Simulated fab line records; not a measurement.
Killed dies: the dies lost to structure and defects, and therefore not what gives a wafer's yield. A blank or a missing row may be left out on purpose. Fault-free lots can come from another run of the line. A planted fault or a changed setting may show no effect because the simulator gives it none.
fab line records    flow n5_finfet
record: lots: 7  wafers: 39
route steps=1938 shown WELL_APT@26 SD_EPI_N@288 MOL_CONTACT_COAG@624 BEOL_M0_SAQP@654 BEOL_M1@826 BEOL_M3@1010 BEOL_M4@1092
start_h: start of the lot's first displayed wafer, in hours after the record's first day    wait_h: time in hours since the lot's previous step    " as in the row above    L1.1+2: a single row standing in for several wafers    - no value, or no start was given    * or withheld: withheld    < > ~ a bound
route shown NAME@n: names a module that has steps shown in the file, with the first one's number in the route    usual: mean/standard deviation of fault-free wafers    same: alike in all rows    chamber/n: place in a boat    sites: readings site by site    _std_site: the standard deviation of these    _edge_site: the outer-site mean with the inner-site mean subtracted    radius_mm: for every site, how far away it sits from the centre of the wafer    mask NAME#n: copy n    behind: the tool/chamber that last shaped the wafer    hold: cause of the lot's hold/its duration in hours/its outcome    device: whichever transistor did not switch (one of n, p or np)    end of line: the same wafers' tests at the end of the route    step lacking rows: just its recipe    killed: not the wafer's yield, but the dies lost to structure and defects at the first sort    map: shows each die of a wafer: x if killed, . if not, _ if none is there
set.NAME: the setting as run; set.NAME@STEP: as run at that earlier step    model.NAME: the simulator's own value behind a step, which no gauge read
one table per step and one row per wafer, for lots whose settings were changed on purpose
== steps ==
step: N5_WELL_APT_DEVELOP_07
recipe: develop_time_s: 45  rinse_liquid: surfactant_rinse  dry: air_spin  dev_temp_c: 21
step: N5_SD_EPI_N_EPI_21
recipe: material: Si:P  dopant: P  temp_c: 680  pressure_torr: 255  time_s: 690
step: N5_MOL_CONTACT_COAG_CVD_140
recipe: material: W  target_thk_a: 665  mode: selective_fill  temp_c: 300  time_s: 215
step: N5_BEOL_M0_SAQP_ETCH_84
recipe: chemistry: N2/H2  target: SOC  target_depth_a: 1000  overetch_a: 200  mask_material: SiARC  temp_c: 40  time_s: 150  ion_energy_ev: 200  pressure_mtorr: 30  source_w: 840  bias_w: 150  n2_flow_sccm: 200  h2_flow_sccm: 200
step: N5_BEOL_M1_SPUTTER_92
recipe: material: Cu  target_thk_a: 45  temp_c: -20  chamber_pressure_pa: 0.07  power_w: withheld  time_s: 8.29
step: N5_BEOL_M3_SPUTTER_96
step: N5_BEOL_M4_SPUTTER_88
step: N5_BEOL_M4_RC_MEAS_101
usual: ION_N: 675/8.3  REXT_N: 74.7/1.6  RS_SD_N: 28.4/0.38
lot.wafer  tool       chamber  start_h  wait_h  set.develop_time_s@WELL_APT_DEVELOP_07  set.epi_growth_time_s@SD_EPI_N_EPI_21  set.target_thk_a@MOL_CONTACT_COAG_CVD_140  set.time_s@BEOL_M0_SAQP_ETCH_84  set.target_thk_a@BEOL_M1_SPUTTER_92  set.time_s@BEOL_M3_SPUTTER_96  set.target_thk_a@BEOL_M4_SPUTTER_88  ION_N[uA/um]  REXT_N[ohm.um]  RS_SD_N[ohm/sq]
L081.1     prober-01  0        213.01   0.0     69.86                                   988                                    440.7                                      150                              45                                   8.29                           45                                   678           72.5            22.0
L081.2     "          0        "        "       45                                      690                                    665                                        150                              45                                   8.29                           45                                   675           74.6            28.6
L081.3     "          0        "        "       45                                      690                                    440.7                                      150                              45                                   8.29                           45                                   666           74.2            28.5
L081.4     "          0        "        "       69.86                                   988                                    665                                        150                              45                                   8.29                           29.43                                685           71.9            21.7
L081.5     "          0        "        "       45                                      988                                    440.7                                      150                              45                                   8.29                           29.43                                670           72.5            21.9
L081.6     "          0        "        "       69.86                                   690                                    665                                        150                              45                                   8.29                           29.43                                682           73.9            28.3
L083.1     prober-02  0        240.24   0.0     70.22                                   828.9                                  665                                        150                              45                                   8.29                           45                                   684           74.4            25.0
L083.2     "          0        "        "       45                                      828.9                                  665                                        191.4                            25.22                                8.29                           45                                   685           73.8            25.0
L083.3     "          0        "        "       45                                      690                                    665                                        191.4                            45                                   11.26                          19.44                                666           75.5            27.9
L083.4     "          0        "        "       70.22                                   828.9                                  665                                        150                              25.22                                11.26                          19.44                                681           74.6            25.0
L083.5     "          0        "        "       70.22                                   690                                    665                                        191.4                            45                                   8.29                           19.44                                674           75.0            28.3
L083.6     "          0        "        "       45                                      690                                    665                                        150                              25.22                                11.26                          45                                   683           76.0            28.5
L086.1     prober-02  0        248.00   0.0     45                                      690                                    665                                        150                              45                                   8.29                           45                                   674           74.0            28.7
L086.2     "          0        "        "       45                                      690                                    665                                        150                              45                                   8.29                           45                                   677           73.3            29.1
L086.5     "          0        "        "       45                                      690                                    665                                        150                              45                                   8.29                           45                                   679           73.4            29.0
L088.1     prober-02  0        258.55   0.0     55.68                                   547.4                                  665                                        150                              45                                   8.29                           45                                   661           80.6            33.9
L088.2     "          0        "        "       45                                      547.4                                  449                                        217.7                            45                                   4.491                          45                                   657           80.4            33.5
L088.3     "          0        "        "       45                                      690                                    665                                        150                              45                                   4.491                          25.41                                673           74.7            28.5
L088.4     "          0        "        "       55.68                                   547.4                                  449                                        150                              45                                   8.29                           25.41                                673           80.4            33.4
L088.5     "          0        "        "       45                                      690                                    449                                        217.7                            45                                   4.491                          25.41                                672           75.8            28.5
L088.6     "          0        "        "       55.68                                   690                                    665                                        217.7                            45                                   8.29                           45                                   670           74.5            28.0
L094.1     prober-02  0        290.68   0.0     45                                      690                                    665                                        150                              53.33                                6.077                          23.32                                681           76.2            29.0
L094.2     "          0        "        "       45                                      940                                    665                                        150                              53.33                                8.29                           45                                   673           73.4            22.7
L094.3     "          0        "        "       45                                      690                                    480.3                                      150                              45                                   8.29                           23.32                                673           74.9            28.5
L094.4     "          0        "        "       45                                      940                                    480.3                                      150                              53.33                                6.077                          45                                   684           73.3            22.7
L094.5     "          0        "        "       45                                      940                                    665                                        150                              45                                   6.077                          45                                   670           73.3            22.5
L094.6     "          0        "        "       45                                      690                                    480.3                                      150                              45                                   8.29                           23.32                                685           76.2            28.8
L096.1     prober-02  0        310.36   0.0     45                                      690                                    665                                        233.3                            67.45                                8.29                           45                                   681           74.4            28.2
L096.2     "          0        "        "       69.47                                   690                                    986.4                                      233.3                            67.45                                3.408                          45                                   675           74.9            28.2
L096.3     "          0        "        "       69.47                                   690                                    986.4                                      150                              45                                   3.408                          45                                   675           75.3            28.4
L096.4     "          0        "        "       45                                      323.2                                  986.4                                      233.3                            45                                   8.29                           45                                   651           95.3            57.0
L096.5     "          0        "        "       69.47                                   323.2                                  665                                        150                              45                                   3.408                          45                                   644           95.0            57.1
L096.6     "          0        "        "       45                                      323.2                                  665                                        150                              67.45                                8.29                           45                                   637           95.0            56.5
L097.1     prober-02  0        316.72   0.0     45                                      286                                    665                                        150                              45                                   8.29                           55.21                                629           98.7            63.7
L097.2     "          0        "        "       45                                      286                                    665                                        207.9                            70.46                                12.19                          45                                   633           96.7            64.1
L097.3     "          0        "        "       45                                      690                                    665                                        150                              70.46                                8.29                           45                                   671           75.8            28.6
L097.4     "          0        "        "       20.47                                   286                                    665                                        150                              45                                   12.19                          55.21                                634           97.2            63.5
L097.5     "          0        "        "       20.47                                   690                                    665                                        207.9                            70.46                                8.29                           55.21                                673           75.5            28.5
L097.6     "          0        "        "       20.47                                   690                                    665                                        207.9                            45                                   12.19                          45                                   675           76.2            28.1
== key ==
split: step: N5_WELL_APT_DEVELOP_07  setting: develop_time_s  stated_as: 45
response none clear
split: step: N5_SD_EPI_N_EPI_21  setting: epi_growth_time_s  stated_as: 690
response: step: N5_BEOL_M4_RC_MEAS_101  reading: RS_SD_N  slope: -0.404  per: 1%  together_with: all  explained: 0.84
response: step: N5_BEOL_M4_RC_MEAS_101  reading: REXT_N  slope: -0.245  per: 1%  together_with: all  explained: 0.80
response: step: N5_BEOL_M4_RC_MEAS_101  reading: ION_N  slope: +0.434  per: 1%  together_with: all  explained: 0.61
split: step: N5_MOL_CONTACT_COAG_CVD_140  setting: target_thk_a  stated_as: 665
response none clear
split: step: N5_BEOL_M0_SAQP_ETCH_84  setting: time_s  stated_as: 150
response none clear
split: step: N5_BEOL_M1_SPUTTER_92  setting: target_thk_a  stated_as: 45
response none clear
split: step: N5_BEOL_M3_SPUTTER_96  setting: time_s  stated_as: 8.29
response none clear
split: step: N5_BEOL_M4_SPUTTER_88  setting: target_thk_a  stated_as: 45
response none clear
